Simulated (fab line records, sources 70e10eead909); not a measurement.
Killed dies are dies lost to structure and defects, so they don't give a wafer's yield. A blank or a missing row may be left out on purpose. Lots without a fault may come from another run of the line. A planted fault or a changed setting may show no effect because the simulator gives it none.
Which tool did it? | flow nand_harc | 22 lots, 66 wafers sampled, at 6 steps of a route of 1302

WHAT THE GAUGES READ, wafer by wafer
The record holds no reading of a measuring or inspecting step that can be judged against a usual standard deviation.

WHICH TOOL RAN EACH LOT (tool, then ch and the chambers of the sampled wafers, then the start)
lot  | NHARC_A_STAIRCASE_TRIM_191                    | NHARC_A_STAIRCASE_TRIM_220         | NHARC_A_STAIRCASE_ETCH_234                    | NHARC_A_STAIRCASE_ETCH_271         | NHARC_A_STAIRCASE_ALD_420        | NHARC_A_STAIRCASE_CMP_450
L074 | rie_diel-04 ch 0,1, day 15 22:18 or earlier   | rie_diel-07 ch 0,1,3, day 15 22:18 | rie_diel-07 ch 1,2,3, day 16 08:58 or earlier | rie_diel-07 ch 2,3, day 16 08:58   | ald_hk-01 ch 0,1,2, day 17 06:25 | cmp-04 ch 1,2,3, day 18 23:45
L075 | rie_diel-07 ch 2,3, day 16 01:59 or earlier   | rie_diel-07 ch 0,3, day 16 01:59   | rie_diel-08 ch 0,3, day 16 11:27 or earlier   | rie_diel-07 ch 1,3, day 16 11:27   | ald_hk-02 ch 1,2,3, day 17 15:22 | cmp-04 ch 0,1,3, day 19 17:31
L076 | rie_diel-04 ch 0,1,3, day 16 15:28 or earlier | rie_diel-07 ch 0,2,3, day 16 15:28 | rie_diel-07 ch 1,3, day 17 00:29 or earlier   | rie_diel-07 ch 1,2, day 17 00:29   | ald_hk-02 ch 1,3, day 18 00:04   | cmp-02 ch 0,1,3, day 19 20:25
L078 | rie_diel-04 ch 1,2, day 17 16:44 or earlier   | rie_diel-08 ch 0,1,3, day 17 16:44 | rie_diel-08 ch 0,3, day 18 02:16 or earlier   | rie_diel-04 ch 0,1,2, day 18 02:16 | ald_hk-01 ch 0,3, day 19 00:11   | cmp-04 ch 1,2,3, day 20 15:59
L079 | rie_diel-08 ch 0,1,2, day 17 18:27 or earlier | rie_diel-07 ch 0,1,2, day 17 18:27 | rie_diel-07 ch 0,2,3, day 18 05:50 or earlier | rie_diel-04 ch 0,1,2, day 18 05:50 | ald_hk-02 ch 1,2,3, day 19 03:53 | cmp-03 ch 0,1,2, day 20 15:49
L080 | rie_diel-07 ch 0,3, day 18 07:57 or earlier   | rie_diel-04 ch 0,1,2, day 18 07:57 | rie_diel-04 ch 2,3, day 18 15:37 or earlier   | rie_diel-04 ch 0,1, day 18 15:37   | ald_hk-01 ch 1,2,3, day 19 17:22 | cmp-03 ch 1,2, day 21 09:05
L081 | rie_diel-07 ch 0,1,2, day 18 06:32 or earlier | rie_diel-07 ch 1,2,3, day 18 06:32 | rie_diel-07 ch 0,1,3, day 18 19:15 or earlier | rie_diel-08 ch 0,2,3, day 18 19:15 | ald_hk-02 ch 0,1,3, day 19 16:54 | cmp-04 ch 1,2,3, day 21 09:08
L082 | rie_diel-04 ch 0,3, day 19 04:00 or earlier   | rie_diel-04 ch 1,2,3, day 19 04:00 | rie_diel-04 ch 1,2,3, day 19 12:01 or earlier | rie_diel-07 ch 0,2,3, day 19 12:01 | ald_hk-04 ch 0,2, day 20 11:40   | cmp-02 ch 0,1,2, day 22 03:13
L083 | rie_diel-07 ch 1,2, day 19 04:19 or earlier   | rie_diel-08 ch 1,3, day 19 04:19   | rie_diel-07 ch 0,1,3, day 19 13:40 or earlier | rie_diel-04 ch 2,3, day 19 13:40   | ald_hk-02 ch 0,2,3, day 20 07:55 | cmp-03 ch 0,1, day 22 03:29
L084 | rie_diel-07 ch 0,3, day 20 06:13 or earlier   | rie_diel-08 ch 0,1,3, day 20 06:13 | rie_diel-08 ch 1,2,3, day 20 13:46 or earlier | rie_diel-07 ch 1,2, day 20 13:46   | ald_hk-02 ch 0,2,3, day 21 09:42 | cmp-03 ch 1,2, day 23 08:23
L085 | rie_diel-04 ch 2,3, day 20 06:38 or earlier   | rie_diel-07 ch 1,2, day 20 06:38   | rie_diel-04 ch 1,2, day 20 15:21 or earlier   | rie_diel-08 ch 1,2, day 20 15:21   | ald_hk-01 ch 0,2,3, day 21 13:20 | cmp-02 ch 0,2,3, day 23 11:14
L086 | rie_diel-08 ch 0,2, day 20 20:26 or earlier   | rie_diel-08 ch 1,2, day 20 20:26   | rie_diel-08 ch 0,1,3, day 21 12:04 or earlier | rie_diel-08 ch 0,1, day 21 12:04   | ald_hk-02 ch 0,1,2, day 22 09:36 | cmp-03 ch 0,1, day 24 06:32
L087 | rie_diel-07 ch 0,2,3, day 21 16:19 or earlier | rie_diel-08 ch 0,1, day 21 16:19   | rie_diel-07 ch 0,1,2, day 22 03:47 or earlier | rie_diel-07 ch 0,3, day 22 03:47   | ald_hk-02 ch 0,2,3, day 22 22:20 | cmp-03 ch 0,3, day 24 14:06
L089 | rie_diel-08 ch 0,3, day 22 03:14 or earlier   | rie_diel-08 ch 2,3, day 22 03:14   | rie_diel-08 ch 2,3, day 22 11:19 or earlier   | rie_diel-04 ch 0,1,3, day 22 11:19 | ald_hk-02 ch 0,1, day 23 15:16   | cmp-02 ch 0,1, day 25 02:46
L088 | rie_diel-08 ch 0,3, day 22 03:34 or earlier   | rie_diel-07 ch 0,1,2, day 22 03:34 | rie_diel-04 ch 0,1, day 22 12:11 or earlier   | rie_diel-08 ch 1,3, day 22 12:11   | ald_hk-04 ch 0,1,2, day 23 11:43 | cmp-03 ch 1,3, day 25 02:56
L090 | rie_diel-07 ch 0,2,3, day 22 15:23 or earlier | rie_diel-04 ch 1,2,3, day 22 15:23 | rie_diel-04 ch 0,3, day 23 02:23 or earlier   | rie_diel-07 ch 1,2,3, day 23 02:23 | ald_hk-02 ch 0,1,2, day 24 00:01 | cmp-04 ch 1,2, day 25 14:34
L092 | rie_diel-04 ch 1,2,3, day 22 23:19 or earlier | rie_diel-07 ch 2,3, day 22 23:19   | rie_diel-04 ch 2,3, day 23 06:54 or earlier   | rie_diel-07 ch 0,1,3, day 23 06:54 | ald_hk-02 ch 0,2,3, day 24 03:03 | cmp-03 ch 2,3, day 25 15:10
L093 | rie_diel-04 ch 0,3, day 23 21:57 or earlier   | rie_diel-04 ch 0,3, day 23 21:57   | rie_diel-07 ch 1,3, day 24 09:26 or earlier   | rie_diel-07 ch 1,2, day 24 09:26   | ald_hk-02 ch 1,2, day 25 05:57   | cmp-02 ch 1,3, day 26 19:42
L094 | rie_diel-04 ch 0,1,3, day 24 11:13 or earlier | rie_diel-07 ch 1,3, day 24 11:13   | rie_diel-04 ch 2,3, day 24 18:47 or earlier   | rie_diel-08 ch 1,2,3, day 24 18:47 | ald_hk-04 ch 2,3, day 25 15:47   | cmp-04 ch 1,2,3, day 27 06:26
L095 | rie_diel-04 ch 1,3, day 24 19:14 or earlier   | rie_diel-07 ch 1,2,3, day 24 19:14 | rie_diel-04 ch 2,3, day 25 02:55 or earlier   | rie_diel-08 ch 0,2, day 25 02:55   | ald_hk-01 ch 0,1, day 26 00:04   | cmp-04 ch 1,2, day 27 16:23
L096 | rie_diel-07 ch 0,1,2, day 25 20:09 or earlier | rie_diel-07 ch 0,2,3, day 25 20:09 | rie_diel-07 ch 0,3, day 26 03:48 or earlier   | rie_diel-08 ch 0,2,3, day 26 03:48 | ald_hk-04 ch 0,1, day 27 01:37   | cmp-02 ch 1,2,3, day 28 17:17
L097 | rie_diel-07 ch 0,2,3, day 25 20:34 or earlier | rie_diel-08 ch 0,2,3, day 25 20:34 | rie_diel-08 ch 0,2,3, day 26 07:02 or earlier | rie_diel-08 ch 0,2,3, day 26 07:02 | ald_hk-01 ch 0,2, day 27 04:49   | cmp-03 ch 1,2,3, day 28 23:29
- NHARC_A_STAIRCASE_TRIM_191: chemistry O2, time 211.2 s.
- NHARC_A_STAIRCASE_TRIM_220: chemistry O2, time 211.2 s.
- NHARC_A_STAIRCASE_ETCH_234: etches the open film in C4F8/O2, target depth 100 nm, time 40.5 s.
- NHARC_A_STAIRCASE_ETCH_271: etches the open film in CF4/CHF3.
- NHARC_A_STAIRCASE_ALD_420: deposits SiO2, target thk 20 nm, pulse time 6 s, ald cycles 200.
- NHARC_A_STAIRCASE_CMP_450: polishes SiO2, target thk 200 nm.

WHAT THE TOOLS THEMSELVES READ (means of the sampled wafers that have a number; where no wafer has one, the mark that the record gives instead)
NHARC_A_STAIRCASE_TRIM_191.
lot  | tool        | drypump_motor_current_A (A) | o2_flow_sccm (sccm) | oes_product_au (a.u.) | rf_vpp_V (V) | showerhead_plenum_p_Torr (Torr) | throttle_valve_pct (%)
L074 | rie_diel-04 | 6.1                         | 500.6               | 0.993                 | 57.3         | 3.36                            | 17.042
L075 | rie_diel-07 | 5.4                         | 500.3               | 0.998                 | 57.6         | 3.66                            | 17.041
L076 | rie_diel-04 | 6.1                         | 500.0               | 0.999                 | 58.6         | 3.62                            | 17.043
L078 | rie_diel-04 | 5.7                         | 500.8               | 1.000                 | 57.7         | 3.37                            | 17.044
L079 | rie_diel-08 | 5.9                         | 500.2               | 1.010                 | 58.5         | 3.63                            | 17.042
L080 | rie_diel-07 | 5.4                         | 498.9               | 0.993                 | 58.5         | 3.55                            | 17.044
L081 | rie_diel-07 | 6.1                         | 499.9               | 0.986                 | 58.2         | 3.51                            | 17.048
L082 | rie_diel-04 | 6.2                         | 498.1               | 0.992                 | 57.5         | 3.63                            | 17.034
L083 | rie_diel-07 | 6.1                         | 499.2               | 0.981                 | 57.9         | 3.60                            | 17.045
L084 | rie_diel-07 | 5.4                         | 498.9               | 0.989                 | 57.3         | 3.54                            | 17.032
L085 | rie_diel-04 | 6.0                         | 500.2               | 0.991                 | 57.8         | 3.47                            | 17.039
L086 | rie_diel-08 | 5.9                         | 498.7               | 1.006                 | 57.7         | 3.55                            | 17.034
L087 | rie_diel-07 | 5.8                         | 500.5               | 0.996                 | 57.8         | 3.55                            | 17.040
L089 | rie_diel-08 | 6.0                         | 500.1               | 1.003                 | 58.6         | 3.69                            | 17.046
L088 | rie_diel-08 | 6.1                         | 499.1               | 1.008                 | 57.6         | 3.62                            | 17.041
L090 | rie_diel-07 | 5.8                         | 499.4               | 0.991                 | 57.1         | 3.54                            | 17.038
L092 | rie_diel-04 | 5.9                         | 500.6               | 1.006                 | 57.3         | 3.43                            | 17.038
L093 | rie_diel-04 | 6.2                         | 500.0               | 1.001                 | 58.1         | 3.61                            | 17.037
L094 | rie_diel-04 | 6.1                         | 500.0               | 1.000                 | 58.1         | 3.59                            | 17.041
L095 | rie_diel-04 | 6.1                         | 499.6               | 0.993                 | 57.9         | 3.51                            | 17.037
L096 | rie_diel-07 | 6.2                         | 501.4               | 0.994                 | 57.0         | 3.48                            | 17.041
L097 | rie_diel-07 | 5.8                         | 498.3               | 1.003                 | 57.4         | 3.53                            | 17.028

NHARC_A_STAIRCASE_TRIM_220.
lot  | tool        | drypump_motor_current_A (A) | o2_flow_sccm (sccm) | oes_product_au (a.u.) | rf_vpp_V (V) | showerhead_plenum_p_Torr (Torr) | throttle_valve_pct (%)
L074 | rie_diel-07 | 5.7                         | 500.5               | 0.989                 | 57.9         | 3.51                            | 17.033
L075 | rie_diel-07 | 5.4                         | 499.6               | 0.999                 | 57.4         | 3.56                            | 17.043
L076 | rie_diel-07 | 5.8                         | 499.7               | 0.987                 | 58.3         | 3.57                            | 17.043
L078 | rie_diel-08 | 6.0                         | 499.5               | 1.001                 | 57.2         | 3.71                            | 17.041
L079 | rie_diel-07 | 6.1                         | 500.4               | 0.987                 | 57.7         | 3.51                            | 17.042
L080 | rie_diel-04 | 5.9                         | 502.0               | 1.002                 | 57.2         | 3.53                            | 17.042
L081 | rie_diel-07 | 5.7                         | 498.6               | 0.988                 | 57.0         | 3.59                            | 17.031
L082 | rie_diel-04 | 5.9                         | 499.9               | 1.003                 | 57.7         | 3.45                            | 17.034
L083 | rie_diel-08 | 5.8                         | 500.1               | 1.001                 | 59.0         | 3.77                            | 17.039
L084 | rie_diel-08 | 6.0                         | 499.3               | 1.007                 | 57.3         | 3.69                            | 17.038
L085 | rie_diel-07 | 6.1                         | 501.4               | 0.994                 | 58.3         | 3.59                            | 17.041
L086 | rie_diel-08 | 5.8                         | 498.4               | 1.000                 | 59.1         | 3.69                            | 17.042
L087 | rie_diel-08 | 6.0                         | 499.2               | 1.009                 | 58.9         | 3.69                            | 17.035
L089 | rie_diel-08 | 5.7                         | 500.1               | 1.003                 | 58.7         | 3.61                            | 17.044
L088 | rie_diel-07 | 6.1                         | 499.6               | 0.993                 | 57.3         | 3.50                            | 17.043
L090 | rie_diel-04 | 5.9                         | 500.5               | 1.005                 | 57.0         | 3.44                            | 17.036
L092 | rie_diel-07 | 5.7                         | 499.2               | 0.987                 | 57.7         | 3.63                            | 17.036
L093 | rie_diel-04 | 6.2                         | 499.8               | 0.994                 | 58.2         | 3.70                            | 17.038
L094 | rie_diel-07 | 5.6                         | 499.4               | 0.994                 | 57.3         | 3.51                            | 17.042
L095 | rie_diel-07 | 5.7                         | 499.5               | 0.998                 | 58.0         | 3.57                            | 17.042
L096 | rie_diel-07 | 5.8                         | 500.8               | 0.996                 | 57.9         | 3.53                            | 17.035
L097 | rie_diel-08 | 5.9                         | 498.7               | 1.002                 | 58.4         | 3.60                            | 17.039

NHARC_A_STAIRCASE_ETCH_234.
lot  | tool        | bias_w (W) | oes_product_au (a.u.) | rf_vpp_V (V)
L074 | rie_diel-07 | 1001.9     | 0.938                 | 899
L075 | rie_diel-08 | 998.2      | 0.949                 | 901
L076 | rie_diel-07 | 999.9      | 0.943                 | 899
L078 | rie_diel-08 | 1000.1     | 0.950                 | 900
L079 | rie_diel-07 | 997.5      | 0.927                 | 897
L080 | rie_diel-04 | 998.2      | 0.937                 | 893
L081 | rie_diel-07 | 998.0      | 0.932                 | 895
L082 | rie_diel-04 | 1001.2     | 0.945                 | 893
L083 | rie_diel-07 | 1001.0     | 0.925                 | 894
L084 | rie_diel-08 | 1001.1     | 0.946                 | 903
L085 | rie_diel-04 | 996.9      | 0.936                 | 892
L086 | rie_diel-08 | 999.7      | 0.953                 | 902
L087 | rie_diel-07 | 998.8      | 0.949                 | 895
L089 | rie_diel-08 | 1000.3     | 0.946                 | 899
L088 | rie_diel-04 | 999.6      | 0.954                 | 897
L090 | rie_diel-04 | 998.4      | 0.920                 | 899
L092 | rie_diel-04 | 1001.7     | 0.942                 | 893
L093 | rie_diel-07 | 999.4      | 0.929                 | 897
L094 | rie_diel-04 | 998.5      | 0.943                 | 891
L095 | rie_diel-04 | 996.9      | 0.949                 | 893
L096 | rie_diel-07 | 995.8      | 0.943                 | 892
L097 | rie_diel-08 | 997.7      | 0.938                 | 898

NHARC_A_STAIRCASE_ETCH_271.
lot  | tool        | bias_w (W) | drypump_motor_current_A (A) | oes_product_au (a.u.) | rf_vpp_V (V) | showerhead_plenum_p_Torr (Torr) | throttle_valve_pct (%)
L074 | rie_diel-07 | 200.1      | 5.7                         | 0.963                 | 372.6        | 1.64                            | 16.807
L075 | rie_diel-07 | 199.8      | 5.6                         | 0.964                 | 370.2        | 1.58                            | 16.792
L076 | rie_diel-07 | 200.1      | 6.0                         | 0.925                 | 372.6        | 1.61                            | 16.800
L078 | rie_diel-04 | 199.6      | 5.9                         | 0.970                 | 369.7        | 1.58                            | 16.801
L079 | rie_diel-04 | 199.9      | 5.9                         | 0.968                 | 371.1        | 1.58                            | 16.802
L080 | rie_diel-04 | 200.2      | 6.0                         | 0.974                 | 370.6        | 1.60                            | 16.808
L081 | rie_diel-08 | 200.0      | 5.9                         | 0.936                 | 371.6        | 1.62                            | 16.799
L082 | rie_diel-07 | 199.6      | 5.8                         | 0.964                 | 370.8        | 1.58                            | 16.793
L083 | rie_diel-04 | 199.9      | 5.9                         | 0.954                 | 369.5        | 1.54                            | 16.796
L084 | rie_diel-07 | 200.0      | 6.0                         | 0.948                 | 371.2        | 1.58                            | 16.802
L085 | rie_diel-08 | 200.7      | 5.7                         | 0.979                 | 372.0        | 1.61                            | 16.806
L086 | rie_diel-08 | 199.6      | 6.0                         | 0.966                 | 373.3        | 1.65                            | 16.803
L087 | rie_diel-07 | 199.9      | 5.9                         | 0.924                 | 369.9        | 1.54                            | 16.803
L089 | rie_diel-04 | 200.0      | 6.1                         | 0.951                 | 371.3        | 1.61                            | 16.808
L088 | rie_diel-08 | 200.9      | 5.8                         | 0.969                 | 374.4        | 1.68                            | 16.807
L090 | rie_diel-07 | 199.4      | 5.6                         | 0.963                 | 371.4        | 1.59                            | 16.800
L092 | rie_diel-07 | 200.3      | 5.7                         | 0.915                 | 369.9        | 1.55                            | 16.805
L093 | rie_diel-07 | 200.3      | 6.0                         | 0.926                 | 370.6        | 1.57                            | 16.802
L094 | rie_diel-08 | 200.5      | 5.8                         | 0.962                 | 372.2        | 1.64                            | 16.804
L095 | rie_diel-08 | 199.7      | 6.0                         | 0.915                 | 369.4        | 1.58                            | 16.814
L096 | rie_diel-08 | 199.8      | 5.9                         | 0.923                 | 371.2        | 1.61                            | 16.800
L097 | rie_diel-08 | 200.4      | 5.9                         | 0.924                 | 371.3        | 1.61                            | 16.801

NHARC_A_STAIRCASE_ALD_420.
lot  | tool      | heater_power_outer_w (W) | heater_power_w (W) | precursor_pulse_height_rel
L074 | ald_hk-01 | 262                      | 474                | 0.996
L075 | ald_hk-02 | 269                      | 480                | 0.999
L076 | ald_hk-02 | 264                      | 473                | 0.998
L078 | ald_hk-01 | 305                      | 528                | 1.013
L079 | ald_hk-02 | 269                      | 486                | 1.011
L080 | ald_hk-01 | 273                      | 473                | 1.007
L081 | ald_hk-02 | 273                      | 494                | 0.987
L082 | ald_hk-04 | 277                      | 471                | 1.004
L083 | ald_hk-02 | 279                      | 490                | 0.989
L084 | ald_hk-02 | 281                      | 499                | 1.008
L085 | ald_hk-01 | 289                      | 503                | 1.002
L086 | ald_hk-02 | 280                      | 500                | 0.990
L087 | ald_hk-02 | 285                      | 500                | 0.993
L089 | ald_hk-02 | 281                      | 512                | 1.001
L088 | ald_hk-04 | 264                      | 448                | 1.007
L090 | ald_hk-02 | 279                      | 506                | 1.004
L092 | ald_hk-02 | 276                      | 478                | 1.019
L093 | ald_hk-02 | 290                      | 498                | 0.991
L094 | ald_hk-04 | 260                      | 450                | 0.991
L095 | ald_hk-01 | 259                      | 472                | 1.001
L096 | ald_hk-04 | 274                      | 465                | 1.001
L097 | ald_hk-01 | 294                      | 522                | 0.987

NHARC_A_STAIRCASE_CMP_450.
lot  | tool   | motor_current_A (A)
L074 | cmp-04 | 11.5
L075 | cmp-04 | 11.6
L076 | cmp-02 | 11.3
L078 | cmp-04 | 11.2
L079 | cmp-03 | 12.0
L080 | cmp-03 | 11.2
L081 | cmp-04 | 11.4
L082 | cmp-02 | 11.6
L083 | cmp-03 | 11.7
L084 | cmp-03 | 11.5
L085 | cmp-02 | 12.8
L086 | cmp-03 | 12.5
L087 | cmp-03 | 12.7
L089 | cmp-02 | 10.6
L088 | cmp-03 | 10.7
L090 | cmp-04 | 10.5
L092 | cmp-03 | 11.4
L093 | cmp-02 | 12.2
L094 | cmp-04 | 11.3
L095 | cmp-04 | 10.9
L096 | cmp-02 | 12.3
L097 | cmp-03 | 11.0

THE ANSWER, worked out from the rows above alone
Rule: what is usual is taken from the lots themselves. Put in order of their means at a reading, lots are off if they are a third of the lots or fewer, leave a main group of 4 or more, and stand apart from it by a gap of 3 or more times the standard deviation of the main group's means; of several such gaps the widest counts. A main group whose means are all the same, to the digits that the tables above print for the reading, isn't used. A lot without any number at a reading at which 4 lots or more have one is off too. The other lots that the step has rows for count as sound. The gauges are gone through in route order, then the tools' own readings, and for those a lot's mean is taken as printed above. The first step at which some lot is off is used, and at that step the reading that is off furthest; a lot without a number counts as furthest.
No lot is off at any reading shown: from this, nothing can be told.

WHAT THE SIMULATOR HAD PUT IN
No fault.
